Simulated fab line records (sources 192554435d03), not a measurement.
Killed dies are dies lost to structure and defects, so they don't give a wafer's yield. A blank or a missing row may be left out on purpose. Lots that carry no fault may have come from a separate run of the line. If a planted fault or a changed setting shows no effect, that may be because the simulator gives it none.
fab line records ; flow n5_finfet
record lots=10; wafers=29; last_day=17
route steps=1938 shown BEOL_M11@1580 BEOL_M12@1609
lots that met no fault: from a run of the same line without faults
start_h: the number of hours between the record's first day and the start of the first shown wafer of the lot ; wait_h: hours elapsed since this lot's preceding step ; " unchanged from the row above ; L1.1+2: several wafers, shown together as one row ; - either no value or no given start ; * or withheld: withheld ; < > ~ a bound
route shown NAME@n: NAME is a module with steps in the file, n the number in the route of the first one ; usual: mean and standard deviation over wafers with no fault ; same: alike in all rows ; chamber/n: place in a boat ; sites: the reading at each site ; _std_site: how widely they spread, as a standard deviation ; _edge_site: the outer-site mean with the inner-site mean subtracted ; radius_mm: how far each site lies from the wafer's centre ; mask NAME#n: copy n ; behind: the last tool/chamber to shape the wafer ; hold: why the lot went on hold/how many hours it stayed there/how the hold came to an end ; device: which transistor (n, p or np) failed to switch ; end of line: tests run on the same wafers once the route is complete ; for a step that has no rows: nothing shown but its recipe ; killed: dies lost to structure and defects at the first sort, not the wafer's yield ; map: the dies of a wafer, with x for killed, . for not killed, _ for no die there
set.NAME: setting as actually run; set.NAME@STEP: the setting as run at that earlier step ; model.NAME: the simulator's own value behind a step, which no gauge read
the route's steps for a sample of lots (tables are steps, rows are wafers)
services: from which hour (start_h, from the record's first day; less than 0 if before it) a tool's chamber was out of use, for how many hours, and why
## steps
# step N5_BEOL_M11_STRIP_77
# recipe chemistry=N2/H2; time_s=10; power_w=450; temp_c=40; pressure_mtorr=20; rf_frequency_hz=6e+07; bias_power_w=7; n2_flow_sccm=200; h2_flow_sccm=200
# usual drypump_motor_current_A=5.9/0.5; h2_flow_sccm=200.1/0.61; oes_product_au=0.75/0.097; rf_vpp_V=59.2/0.98; showerhead_plenum_p_Torr=2.54/0.092; throttle_valve_pct=23.55/0.16
lot.wafer;tool;chamber;start_h;wait_h;drypump_motor_current_A;h2_flow_sccm;oes_product_au;rf_hours_counter_h;rf_vpp_V;showerhead_plenum_p_Torr;throttle_valve_pct
L752.1;rie_diel-02;1;-;-;6.2;200.6;0.73;164;59.6;2.43;23.55
L752.3;rie_diel-02;2;-;-;6.1;200.1;0.71;178;57.8;2.52;23.39
L752.5;rie_diel-02;2;-;-;6.2;200.8;0.71;-;60.4;2.52;23.38
L754.1;rie_diel-03;0;-;-;5.9;200.5;0.98;2;59.7;2.71;23.35
L754.3;rie_diel-03;1;-;-;6.5;199.4;0.71;207;59.6;2.51;23.50
L754.5;rie_diel-03;1;-;-;6.5;199.4;0.70;-;58.8;2.51;23.51
L756.1;rie_diel-03;1;-;-;6.4;200.4;0.70;209;59.6;2.51;23.51
L756.3;rie_diel-03;0;-;-;5.9;199.2;0.97;4;60.3;2.71;23.36
L756.5;rie_diel-03;0;-;-;5.9;199.3;0.97;-;57.7;2.71;23.36
L758.1;rie_diel-02;0;-;-;5.1;200.8;0.79;129;59.9;2.65;23.53
L758.3;rie_diel-02;2;-;-;6.2;200.8;0.72;189;59.0;2.52;23.39
L758.5;rie_diel-02;2;-;-;6.1;199.8;0.72;-;59.0;2.52;23.41
L757.2;rie_diel-03;3;-;-;5.3;201.1;0.71;202;57.4;2.40;23.69
L757.3;rie_diel-03;2;-;-;5.3;199.7;0.69;225;58.1;2.51;23.78
L757.6;rie_diel-03;3;-;-;5.3;200.8;0.71;-;60.0;2.39;23.69
L760.2;rie_diel-03;3;-;-;5.3;200.8;0.71;206;59.3;2.39;23.72
L760.3;rie_diel-03;0;-;-;5.9;200.1;0.93;11;59.7;2.70;23.38
L760.6;rie_diel-03;0;-;-;5.9;200.2;0.93;-;60.9;2.70;23.38
L763.1;rie_diel-03;0;-;-;5.9;200.7;0.92;16;59.0;2.70;23.38
L763.3;rie_diel-03;1;-;-;6.5;199.4;0.69;222;57.4;2.50;23.52
L763.4;rie_diel-03;3;-;-;5.3;199.8;0.71;211;59.2;2.39;23.72
L761.1;rie_diel-03;0;-;-;5.9;200.1;0.92;17;59.9;2.70;23.36
L761.5;rie_diel-03;3;-;-;5.3;198.9;0.70;-;57.9;2.39;23.71
L761.6;rie_diel-03;2;-;-;5.3;199.7;0.69;-;58.0;2.51;23.79
L772.1;rie_diel-04;1;-;-;6.0;200.2;0.67;213;58.8;2.61;23.79
L772.4;rie_diel-04;3;-;-;5.9;199.3;0.67;234;57.6;2.60;23.33
L774.1;rie_diel-03;1;-;-;6.5;201.0;0.68;247;59.9;2.49;23.57
L774.2;rie_diel-03;3;-;-;5.3;201.3;0.69;229;58.1;2.38;23.73
L774.6;rie_diel-03;1;-;-;6.5;200.7;0.68;-;59.6;2.49;23.56
# step N5_BEOL_M11_DEP_56
# recipe material=SiCN; target_thk_a=300; temp_c=withheld; precursor=3MS/NH3; pressure_torr=3; rf_w=675; time_s=10.5
# usual showerhead_plenum_p_Torr=4.170/0.021; showerhead_vpp_V=1614/78; throttle_valve_pct=18.2/0.99
lot.wafer;tool;chamber;start_h;wait_h;showerhead_plenum_p_Torr;showerhead_vpp_V;throttle_valve_pct
L752.1;pecvd-01;0;237.49;0.0;4.155;1476;19.2
L752.3;pecvd-01;1;237.49;0.0;4.177;1713;17.9
L752.5;pecvd-01;1;237.49;0.0;4.179;1709;17.8
L754.1;pecvd-02;2;261.12;0.0;4.150;1583;17.6
L754.3;pecvd-02;0;261.12;0.0;4.178;1611;17.8
L754.5;pecvd-02;0;261.12;0.0;4.178;1584;18.0
L756.1;pecvd-02;1;267.10;0.0;4.176;1643;18.9
L756.3;pecvd-02;0;267.10;0.0;4.178;1617;18.0
L756.5;pecvd-02;0;267.10;0.0;4.173;1583;17.9
L758.1;pecvd-01;2;274.63;0.0;4.146;1731;16.6
L758.3;pecvd-01;0;274.63;0.0;4.147;1471;19.1
L758.5;pecvd-01;2;274.63;0.0;4.154;1727;16.7
L757.2;pecvd-02;2;276.94;0.0;4.163;1539;18.0
L757.3;pecvd-02;0;276.94;0.0;4.178;1603;17.8
L757.6;pecvd-02;1;276.94;0.0;4.169;1607;19.4
L760.2;pecvd-02;0;289.03;0.0;4.187;1583;17.7
L760.3;pecvd-02;1;289.03;0.0;4.165;1618;19.3
L760.6;pecvd-02;0;289.03;0.0;4.173;1599;18.0
L763.1;pecvd-01;2;306.57;0.0;4.146;1734;16.5
L763.3;pecvd-01;1;306.57;0.0;4.187;1713;18.1
L763.4;pecvd-01;2;306.57;0.0;4.134;1704;16.7
L761.1;pecvd-03;1;310.90;0.0;4.208;1653;19.1
L761.5;pecvd-03;2;310.90;0.0;4.140;1557;16.9
L761.6;pecvd-03;1;310.90;0.0;4.196;1677;19.0
L772.1;pecvd-01;1;362.98;0.0;4.190;1745;17.9
L772.4;pecvd-01;2;362.98;0.0;4.160;1759;16.5
L774.1;pecvd-01;2;374.73;0.0;4.149;1717;16.8
L774.2;pecvd-01;1;374.73;0.0;4.189;1763;17.8
L774.6;pecvd-01;0;374.73;0.0;4.138;1498;18.9
# step N5_BEOL_M12_PEB_08
# recipe peb_temp_c=130; peb_time_s=90
# usual exhaust_pa=45.0/1; plate_temp_C=129.97/0.15
lot.wafer;tool;chamber;start_h;wait_h;exhaust_pa;plate_temp_C
L752.1;litho_track-03;0;238.06;0.1;45.1;129.93
L752.3;litho_track-03;0;238.06;0.1;46.5;130.00
L752.5;litho_track-03;0;238.06;0.1;44.6;129.86
L754.1;litho_track-03;0;261.69;0.1;46.1;130.12
L754.3;litho_track-03;0;261.69;0.1;44.1;130.08
L754.5;litho_track-03;0;261.69;0.1;45.7;130.15
L756.1;litho_track-04;0;267.67;0.1;44.8;129.68
L756.3;litho_track-04;0;267.67;0.1;45.4;129.70
L756.5;litho_track-04;0;267.67;0.1;45.6;129.64
L758.1;litho_track-05;0;275.08;0.1;44.3;130.16
L758.3;litho_track-05;0;275.08;0.1;45.4;130.13
L758.5;litho_track-05;0;275.08;0.1;44.2;130.20
L757.2;litho_track-05;0;277.38;0.0;44.7;129.71
L757.3;litho_track-05;0;277.38;0.0;44.3;129.88
L757.6;litho_track-05;0;277.38;0.0;44.0;129.94
L760.2;litho_track-04;0;289.52;0.0;45.7;129.79
L760.3;litho_track-04;0;289.52;0.0;47.2;129.85
L760.6;litho_track-04;0;289.52;0.0;45.8;129.92
L763.1;litho_track-05;0;307.14;0.1;46.6;129.91
L763.3;litho_track-05;0;307.14;0.1;45.0;130.00
L763.4;litho_track-05;0;307.14;0.1;46.5;129.99
L761.1;litho_track-04;0;311.52;0.1;44.1;129.69
L761.5;litho_track-04;0;311.52;0.1;45.6;129.67
L761.6;litho_track-04;0;311.52;0.1;45.9;129.88
L772.1;litho_track-04;0;363.55;0.1;44.1;130.60
L772.4;litho_track-04;0;363.55;0.1;45.9;130.62
L774.1;litho_track-04;0;375.17;0.1;45.6;130.74
L774.2;litho_track-04;0;375.17;0.1;45.4;130.74
L774.6;litho_track-04;0;375.17;0.1;44.0;130.76
# step N5_BEOL_M12_VIA_ETCH_16
# recipe chemistry=C4F8/O2/Ar; target=SiOC; pressure_mtorr=30; source_w=3000; bias_w=700; Ar_flow_sccm=400; C4F8_flow_sccm=15; O2_flow_sccm=8; he_inner_torr=15; he_outer_torr=30; target_depth_a=7248; time_s=withheld; ion_energy_ev=250; ends=cleared
# usual drypump_motor_current_A=5.7/0.54; he_inner_torr=15.00/0.033; oes_product_au=0.73/0.083; rf_vpp_V=665.9/2.8; showerhead_plenum_p_Torr=3.43/0.095; throttle_valve_pct=24.22/0.18
lot.wafer;tool;chamber;start_h;wait_h;drypump_motor_current_A;he_inner_torr;oes_product_au;rf_vpp_V;showerhead_plenum_p_Torr;throttle_valve_pct
L752.1;rie_diel-05;1;238.35;0.0;5.8;15.02;0.70;669.7;3.56;24.35
L752.3;rie_diel-05;2;238.35;0.0;5.1;14.96;0.61;667.9;3.53;24.62
L752.5;rie_diel-05;2;238.35;0.0;5.1;14.96;0.61;667.5;3.53;24.62
L754.1;rie_diel-06;3;261.98;0.0;5.8;14.98;0.64;665.3;3.38;24.36
L754.3;rie_diel-06;1;261.98;0.0;5.2;14.98;0.66;665.2;3.42;24.15
L754.5;rie_diel-06;0;261.98;0.0;4.9;15.04;0.73;663.4;3.31;24.13
L756.1;rie_diel-06;1;268.15;0.0;5.2;15.03;0.65;665.5;3.42;24.15
L756.3;rie_diel-06;3;268.15;0.0;5.8;15.03;0.64;665.4;3.37;24.34
L756.5;rie_diel-06;2;268.15;0.0;6.6;14.98;0.88;668.6;3.50;24.13
L758.1;rie_diel-05;0;275.37;0.0;6.6;15.05;0.86;664.1;3.38;23.98
L758.3;rie_diel-05;1;275.37;0.0;5.7;15.02;0.68;669.7;3.55;24.36
L758.5;rie_diel-05;3;275.37;0.0;5.7;15.02;0.73;670.6;3.58;23.89
L757.2;rie_diel-06;2;277.67;0.0;6.6;14.99;0.87;666.3;3.50;24.12
L757.3;rie_diel-06;1;277.67;0.0;5.2;14.97;0.66;665.1;3.42;24.18
L757.6;rie_diel-06;2;277.67;0.0;6.6;14.97;0.87;668.0;3.50;24.12
L760.2;rie_diel-05;2;289.81;0.0;5.1;14.99;0.92;666.7;3.53;24.37
L760.3;rie_diel-05;0;289.81;0.0;6.6;15.06;0.85;664.7;3.38;24.00
L760.6;rie_diel-05;0;289.81;0.0;6.6;15.08;0.85;663.4;3.38;23.99
L763.1;rie_diel-05;2;307.43;0.0;5.1;14.98;0.89;669.6;3.53;24.39
L763.3;rie_diel-05;3;307.43;0.0;5.7;15.03;0.71;670.4;3.57;23.92
L763.4;rie_diel-05;0;307.43;0.0;6.6;14.98;0.84;662.1;3.37;24.02
L761.1;rie_diel-06;3;311.81;0.0;5.8;15.01;0.62;664.7;3.37;24.37
L761.5;rie_diel-06;0;311.81;0.0;4.9;15.00;0.72;662.4;3.30;24.18
L761.6;rie_diel-06;1;311.81;0.0;5.2;15.06;0.66;664.0;3.41;24.18
L772.1;rie_diel-06;0;363.84;0.0;4.9;15.00;0.69;662.7;3.29;24.19
L772.4;rie_diel-06;3;363.84;0.0;5.8;15.02;0.62;664.8;3.36;24.37
L774.1;rie_diel-01;3;375.46;0.0;5.3;15.03;0.82;668.8;3.50;24.41
L774.2;rie_diel-01;2;375.46;0.0;6.1;15.07;0.86;667.4;3.49;24.08
L774.6;rie_diel-01;1;375.46;0.0;5.9;15.00;0.76;660.1;3.32;24.16
## services
tool;chamber;start_h;hours;kind
rie_diel-03;0;225.48;-;clean
rie_diel-03;0;225.48;-;consumable_replace:focus_ring
rie_diel-03;0;225.48;-;consumable_replace:showerhead
rie_diel-03;0;225.48;21.1;scheduled_down
rie_diel-03;0;225.48;21.1;vent_cycle
rie_diel-06;-;229.49;2.8;pm
pecvd-01;2;247.92;5.4;repair
rie_diel-04;2;248.97;8.5;repair
rie_diel-02;3;249.69;7.0;repair
rie_diel-05;1;251.98;3.1;repair
pecvd-03;0;275.91;7.4;repair
pecvd-01;0;278.24;12.8;repair
rie_diel-01;2;285.88;1.5;repair
rie_diel-01;0;288.34;2.1;repair
pecvd-03;1;301.75;6.2;repair
pecvd-02;-;308.21;5.5;pm
rie_diel-04;2;316.38;2.4;repair
rie_diel-06;3;325.99;4.0;repair
rie_diel-02;1;327.06;13.8;repair
rie_diel-03;2;333.27;7.1;repair
rie_diel-06;2;334.33;4.9;repair
rie_diel-06;3;343.16;4.0;repair
rie_diel-03;3;347.79;18.3;repair
pecvd-03;-;372.48;4.3;pm
## key
first_sign step=N5_BEOL_M12_PEB_08; reading=plate_temp_C; direction=up; sigmas=4.8; usual=*; struck=*
effect none on later readings
met_at N5_BEOL_M12_PEB_08
struck_lots L772,L774
not_acting_at N5_BEOL_M11_STRIP_77,N5_BEOL_M11_DEP_56,N5_BEOL_M12_VIA_ETCH_16
onset_between 311.52 363.55
fault kind=process_parameter_drift; tool=litho_track-04; chamber=-; onset_h=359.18; steps=N5_BEOL_M12_PEB_08; channel=peb_temp_c; offset=*; shape=step; end_h=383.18; acts_in=*; stated=*
